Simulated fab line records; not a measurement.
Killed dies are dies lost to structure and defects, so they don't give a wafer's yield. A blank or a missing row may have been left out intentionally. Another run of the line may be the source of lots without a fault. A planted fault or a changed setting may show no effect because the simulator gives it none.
fab line records	flow nand-harc
record lots=15	wafers=45	last-day=33
route steps=1302 shown A_STAIRCASE@856 A_SGD_CUT@899
lots that met no fault: from a run of the same line without faults
start-h: hours from the record's opening day to when the first of the lot's shown wafers began	wait-h: hours from the lot's prior step to this one	" unchanged from the row above	L1.1+2: one row covering several wafers at once	- no value present, or no start provided	* or withheld: withheld	< > ~ a bound
route shown NAME@n: names a module that has steps shown in the file, with the first one's number in the route	usual: average and standard deviation across the fault-free wafers	same: alike in all rows	chamber/n: place in a boat	sites: each site's reading	_std_site: the standard deviation of these	_edge_site: inner sites' mean taken away from outer sites' mean	radius-mm: for every site, how far away it sits from the centre of the wafer	mask NAME#n: copy n	behind: the most recent tool/chamber to have shaped the wafer	hold: why the lot went on hold/how many hours it stayed there/how the hold came to an end	device: the n, p or np transistor that did not switch	end of line: the same wafers' tests at the end of the route	a step given without rows: its recipe and nothing more	killed: not the wafer's yield, but the dies lost to structure and defects at the first sort	map: dies across one wafer; x = killed, . = not, _ = none there
set.NAME: the setting the step ran with; set.NAME@STEP: the setting that earlier step ran with	model.NAME: the simulator's own value behind a step, which no gauge read
steps of the route over a sample of lots; a table a step, a row a wafer
services: a tool's chamber out of use, with start hour (start-h, from the record's first day; less than 0 if before it), hours out, and reason
## steps
# step NHARC_A_STAIRCASE_DEP_325
# recipe target-thk-a=72000	temp-c=400	target-thk-nm=7200	teos-flow-sccm=200	rf-w=500	material=SiO2
# usual heater-power-w=648/99	rf-fwd-power-W=499.9/1.7
lot.wafer	tool	chamber	start-h	wait-h	heater-power-w	rf-fwd-power-W
L614.3	pecvd-03	1	425.83	0.2	747	501.8
L614.1	"	2	"	"	634	499.5
L614.4	"	0	"	"	560	499.4
L615.3	pecvd-03	1	439.71	0.1	879	502.3
L615.2	"	2	"	"	694	500.8
L615.4	"	1	"	"	710	500.3
L617.3	pecvd-03	2	455.52	0.1	717	498.1
L617.2	"	1	"	"	871	499.3
L617.4	"	0	"	"	563	497.7
L616.1	pecvd-01	1	455.75	0.3	534	501.6
L616.6	"	2	"	"	689	499.1
L616.5	"	0	"	"	552	501.3
L618.3	pecvd-03	2	477.48	0.3	690	497.8
L618.5	"	0	"	"	568	498.2
L618.6	"	2	"	"	578	498.9
L625.3	pecvd-03	0	536.52	0.1	613	497.8
L625.2	"	2	"	"	654	498.7
L625.4	"	2	"	"	569	499.0
L626.2	pecvd-01	0	541.32	0.1	591	500.3
L626.3	"	2	"	"	818	501.5
L626.6	"	0	"	"	556	498.1
L628.3	pecvd-03	2	563.06	0.1	723	500.4
L628.6	"	2	"	"	591	500.7
L628.5	"	0	"	"	566	500.0
L627.3	pecvd-01	0	563.25	0.3	646	500.7
L627.6	"	2	"	"	680	496.9
L627.4	"	0	"	"	548	500.8
L629.1	pecvd-04	0	589.47	0.1	924	498.1
L629.2	"	1	"	"	800	502.6
L629.3	"	2	"	"	661	498.0
L631.3	pecvd-01	1	612.35	0.1	604	498.7
L631.4	"	2	"	"	690	501.7
L631.5	"	0	"	"	558	498.9
L633.1	pecvd-03	0	625.36	0.1	645	500.1
L633.3	"	1	"	"	764	500.2
L633.4	"	2	"	"	595	497.5
L634.3	pecvd-01	1	625.55	0.3	548	498.0
L634.6	"	2	"	"	689	499.9
L634.5	"	0	"	"	560	499.7
L635.3	pecvd-01	1	633.44	0.2	564	498.2
L635.1	"	2	"	"	744	499.2
L635.5	"	1	"	"	489	499.4
L636.2	pecvd-03	1	651.00	0.1	689	498.6
L636.3	"	2	"	"	701	502.3
L636.4	"	0	"	"	565	500.3
# step NHARC_A_STAIRCASE_DESCUM_443
# recipe time-s=3	o2-flow-sccm=200	ar-flow-sccm=0	bias-power-w=0	chemistry=O2
# usual drypump-motor-current-A=5.85/0.28	o2-flow-sccm=200.1/0.61	oes-product-au=1.003/0.012	rf-vpp-V=57.7/0.94	showerhead-plenum-p-Torr=1.90/0.095	throttle-valve-pct=11.310/0.0086
lot.wafer	tool	chamber	start-h	wait-h	drypump-motor-current-A	o2-flow-sccm	oes-product-au	rf-hours-counter-h	rf-vpp-V	showerhead-plenum-p-Torr	throttle-valve-pct
L614.3	rie-diel-02	1	434.11	-	6.07	200.3	0.992	9	59.0	2.04	11.291
L614.4	"	2	"	"	5.59	198.7	0.989	9	56.1	1.80	11.305
L614.1	"	3	"	"	5.66	201.3	1.013	1	58.9	1.85	11.314
L615.2	rie-diel-02	3	448.81	-	5.62	199.8	1.027	6	57.8	1.84	11.316
L615.3	"	1	"	"	6.08	199.6	0.979	15	59.1	2.04	11.305
L615.4	"	3	"	"	5.65	199.4	1.029	-	56.7	1.84	11.319
L616.1	rie-diel-02	0	464.09	-	5.64	199.7	0.990	23	58.5	1.82	11.299
L616.6	"	0	"	"	5.63	200.1	1.004	-	56.7	1.82	11.298
L616.5	"	1	"	"	6.09	200.7	0.996	-	58.3	2.03	11.318
L617.3	rie-diel-03	2	464.34	-	6.10	200.2	0.999	40	58.4	1.77	11.295
L617.2	"	3	"	"	5.77	199.3	1.010	39	58.0	1.96	11.310
L617.4	"	0	"	"	5.94	199.6	1.008	36	57.0	1.89	11.312
L618.3	rie-diel-02	1	486.48	-	6.08	199.1	1.004	30	59.0	2.03	11.313
L618.5	"	0	"	"	5.61	200.7	0.996	-	55.8	1.82	11.317
L618.6	"	1	"	"	6.08	199.4	1.000	-	57.7	2.03	11.314
L625.2	rie-diel-02	2	545.49	-	5.56	200.5	0.985	39	56.3	1.79	11.307
L625.3	"	0	"	"	5.63	199.6	0.988	47	56.2	1.81	11.311
L625.4	"	1	"	"	6.11	200.2	0.991	51	58.1	2.03	11.308
L626.2	rie-diel-03	2	549.54	-	6.10	200.0	1.009	7	56.8	2.07	11.306
L626.3	"	0	"	"	5.98	200.7	1.015	10	57.8	1.88	11.302
L626.6	"	2	"	"	6.09	200.8	1.008	-	56.8	2.07	11.308
L627.3	rie-diel-13	2	571.61	-	6.25	200.9	1.015	16	56.7	1.81	11.301
L627.4	"	0	"	"	5.37	201.3	0.999	-	55.9	1.85	11.328
L627.6	"	2	"	"	6.23	199.6	1.007	-	57.9	1.81	11.309
L628.3	rie-diel-03	2	571.77	-	6.10	200.8	1.013	16	58.4	2.07	11.318
L628.6	"	2	"	"	6.11	200.3	1.006	-	59.6	2.07	11.312
L628.5	"	3	"	"	5.79	200.1	1.015	-	58.0	1.95	11.322
L629.3	rie-diel-13	0	602.28	-	5.34	200.5	1.011	26	57.7	1.85	11.302
L629.1	"	1	"	"	5.64	199.4	0.992	18	56.6	1.90	11.315
L629.2	"	2	"	"	6.20	199.3	1.019	28	55.9	1.81	11.313
L631.4	rie-diel-02	1	623.26	-	6.08	200.7	1.007	14	57.3	2.02	11.306
L631.3	"	2	"	"	5.55	199.9	0.978	14	58.1	1.78	11.309
L631.5	"	3	"	"	5.67	201.4	0.998	-	56.9	1.83	11.312
L634.3	rie-diel-02	2	633.77	-	5.57	199.6	0.980	19	58.3	1.78	11.307
L634.6	"	1	"	"	6.07	200.3	1.000	-	58.4	2.02	11.319
L634.5	"	2	"	"	5.57	200.6	0.994	-	57.2	1.78	11.291
L633.3	rie-diel-03	3	633.93	-	5.79	200.3	1.013	33	58.3	1.94	11.323
L633.4	"	0	"	"	5.97	200.1	1.015	39	57.2	1.87	11.283
L633.1	"	1	"	"	5.94	199.6	1.007	42	58.7	2.00	11.318
L635.3	rie-diel-03	2	641.41	-	6.11	200.1	1.027	38	56.2	2.06	11.309
L635.1	"	3	"	"	5.76	199.6	1.008	37	57.8	1.94	11.308
L635.5	"	1	"	"	5.95	199.8	1.009	-	59.4	2.00	11.311
L636.4	rie-diel-13	3	660.78	-	6.55	199.8	0.990	46	57.5	1.91	11.314
L636.2	"	0	"	"	5.36	199.9	1.012	44	57.1	1.84	11.310
L636.3	"	2	"	"	6.24	198.9	1.020	46	58.6	1.80	11.312
# step NHARC_A_STAIRCASE_CMP_450
# recipe target-thk-nm=200	material=SiO2
# usual motor-current-A=12.4/1.1	pad-life-wafers=190/110
lot.wafer	tool	chamber	start-h	wait-h	motor-current-A	pad-life-wafers
L614.4	cmp-01	2	439.40	-	12.2	216
L614.1	"	3	"	"	11.5	217
L614.3	"	1	"	"	13.7	219
L615.3	cmp-02	3	455.20	-	11.3	96
L615.4	"	0	"	"	10.7	97
L615.2	"	2	"	"	10.6	99
L617.3	cmp-02	1	469.61	-	13.4	150
L617.2	"	3	"	"	11.0	152
L617.4	"	0	"	"	10.9	153
L616.1	cmp-02	1	470.40	-	13.8	170
L616.6	"	3	"	"	11.0	-
L616.5	"	0	"	"	9.8	-
L618.3	cmp-02	0	491.80	-	10.7	264
L618.6	"	0	"	"	10.7	-
L618.5	"	1	"	"	13.7	-
L625.4	cmp-01	0	550.77	-	13.5	300
L625.3	"	1	"	"	13.8	301
L625.2	"	2	"	"	12.6	302
L626.2	cmp-01	0	554.79	-	12.6	324
L626.3	"	2	"	"	12.9	326
L626.6	"	1	"	"	13.4	-
L628.3	cmp-01	0	577.08	-	12.3	403
L628.6	"	3	"	"	11.9	-
L628.5	"	0	"	"	13.0	-
L627.3	cmp-04	0	577.90	-	12.1	277
L627.4	"	1	"	"	13.0	278
L627.6	"	0	"	"	11.5	-
L629.2	cmp-01	2	607.69	-	11.9	120
L629.3	"	3	"	"	12.2	121
L629.1	"	1	"	"	13.9	123
L631.4	cmp-04	3	628.56	-	12.4	110
L631.3	"	0	"	"	12.1	111
L631.5	"	2	"	"	13.8	-
L634.3	cmp-04	1	639.07	-	12.4	152
L634.6	"	3	"	"	11.9	-
L634.5	"	0	"	"	12.2	-
L633.1	cmp-04	3	639.23	-	12.2	162
L633.4	"	0	"	"	11.5	163
L633.3	"	2	"	"	13.8	165
L635.1	cmp-01	2	646.63	-	12.1	336
L635.3	"	3	"	"	12.1	337
L635.5	"	3	"	"	12.4	-
L636.3	cmp-01	2	666.07	-	12.8	402
L636.2	"	3	"	"	12.2	403
L636.4	"	1	"	"	13.8	405
# step NHARC_A_SGD_CUT_PEB_07
# recipe peb-temp-c=100	peb-time-s=65
# usual chill-plate-temp-C=23.02/0.1	exhaust-pa=45.3/0.93
lot.wafer	tool	chamber	start-h	wait-h	chill-plate-temp-C	exhaust-pa
L614.1	litho-track-04	0	441.87	0.1	22.96	45.8
L614.3	"	0	"	"	22.92	44.7
L614.4	"	0	"	"	22.93	44.4
L615.2	litho-track-06	0	457.60	0.1	23.07	46.4
L615.3	"	0	"	"	23.04	44.3
L615.4	"	0	"	"	22.99	46.6
L617.2	litho-track-01	-	472.24	0.1	-	-
L617.3	"	-	"	"	-	-
L617.4	"	-	"	"	-	-
L616.1	litho-track-04	-	473.10	0.1	-	-
L616.5	"	-	"	"	-	-
L616.6	"	-	"	"	-	-
L618.3	litho-track-01	-	494.50	0.0	-	-
L618.5	"	-	"	"	-	-
L618.6	"	-	"	"	-	-
L625.2	litho-track-01	0	553.35	0.1	22.97	45.9
L625.3	"	0	"	"	23.08	46.0
L625.4	"	0	"	"	22.97	44.8
L626.2	litho-track-01	0	557.70	0.1	23.03	46.9
L626.3	"	0	"	"	23.08	46.4
L626.6	"	0	"	"	23.14	45.5
L628.3	litho-track-04	0	580.04	0.0	23.19	45.2
L628.5	"	0	"	"	23.17	44.9
L628.6	"	0	"	"	23.06	45.1
L627.3	litho-track-06	0	580.65	0.0	22.81	44.5
L627.4	"	0	"	"	22.94	45.3
L627.6	"	0	"	"	22.98	44.4
L629.1	litho-track-01	0	610.21	0.1	23.04	44.9
L629.2	"	0	"	"	23.01	45.9
L629.3	"	0	"	"	22.94	44.2
L631.3	litho-track-01	0	631.05	0.0	23.09	44.3
L631.4	"	0	"	"	23.22	43.8
L631.5	"	0	"	"	23.13	45.0
L634.3	litho-track-04	0	641.67	0.0	22.88	46.8
L634.5	"	0	"	"	22.96	47.6
L634.6	"	0	"	"	23.11	48.6
L633.1	litho-track-06	0	641.82	0.1	22.89	46.6
L633.3	"	0	"	"	23.03	45.3
L633.4	"	0	"	"	23.01	46.5
L635.1	litho-track-04	0	649.12	0.1	23.17	44.1
L635.3	"	0	"	"	23.19	44.2
L635.5	"	0	"	"	23.24	45.2
L636.2	litho-track-04	0	668.58	0.1	22.89	45.3
L636.3	"	0	"	"	22.99	46.5
L636.4	"	0	"	"	23.01	45.6
## services
tool	chamber	start-h	hours	kind
rie-diel-02	3	406.93	23.0	repair
rie-diel-03	0	407.06	7.3	repair
cmp-01	-	417.38	1.9	repair
rie-diel-03	-	439.30	0.3	repair
rie-diel-02	2	445.54	28.5	repair
pecvd-03	-	457.40	0.9	repair
cmp-01	-	472.65	1.0	repair
cmp-01	-	479.72	4.0	pm
pecvd-01	-	482.79	0.5	repair
pecvd-01	-	494.35	13.0	pm
litho-track-01	-	505.00	7.0	pm
rie-diel-03	-	515.03	9.0	pm
pecvd-03	2	515.29	18.8	repair
pecvd-03	-	519.51	0.9	repair
pecvd-03	-	547.62	13.0	pm
litho-track-04	-	553.00	7.0	pm
pecvd-01	-	557.62	0.6	repair
rie-diel-02	0	570.31	8.6	repair
rie-diel-02	-	570.87	9.0	pm
cmp-01	-	577.72	4.0	pm
pecvd-01	-	592.34	0.9	repair
cmp-01	-	637.66	2.3	repair
rie-diel-02	2	640.28	9.2	repair
pecvd-01	-	643.81	3.0	repair
## key
first-sign step=NHARC_A_SGD_CUT_PEB_07	reading=tool-record	direction=missing
effect none on later readings
met-at NHARC_A_SGD_CUT_PEB_07
struck-lots L616,L617,L618
later-rows-left-out L616.1,L616.5,L616.6,L617.2,L617.3,L617.4,L618.3,L618.5,L618.6
sort-left-out L616.1,L616.5,L616.6,L617.2,L617.3,L617.4,L618.3,L618.5,L618.6
tester-left-out L616,L617,L618
not-acting-at NHARC_A_STAIRCASE_DEP_325,NHARC_A_STAIRCASE_DESCUM_443,NHARC_A_STAIRCASE_CMP_450
onset-between 441.87 472.24
fault kind=skipped-step-whole	tool=litho-track-01,litho-track-04	chamber=-	onset-h=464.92	steps=NHARC_A_SGD_CUT_PEB_07	scope=struck-lots-only
# tester-left-out: of these lots the tester's yield and bins aren't shown, on N5 and GAA mostly nor the transistor test; their killed dies are dies lost to structure and defects alone, not to doping, threshold or leakage, so they don't give the yield
# sort-left-out: the simulated sort isn't trusted on such a fault, so these wafers' sort isn't shown, and their yield isn't known
# later-rows-left-out: the simulator's readings of these wafers behind a module that went badly wrong aren't trusted and aren't shown, but for the sort
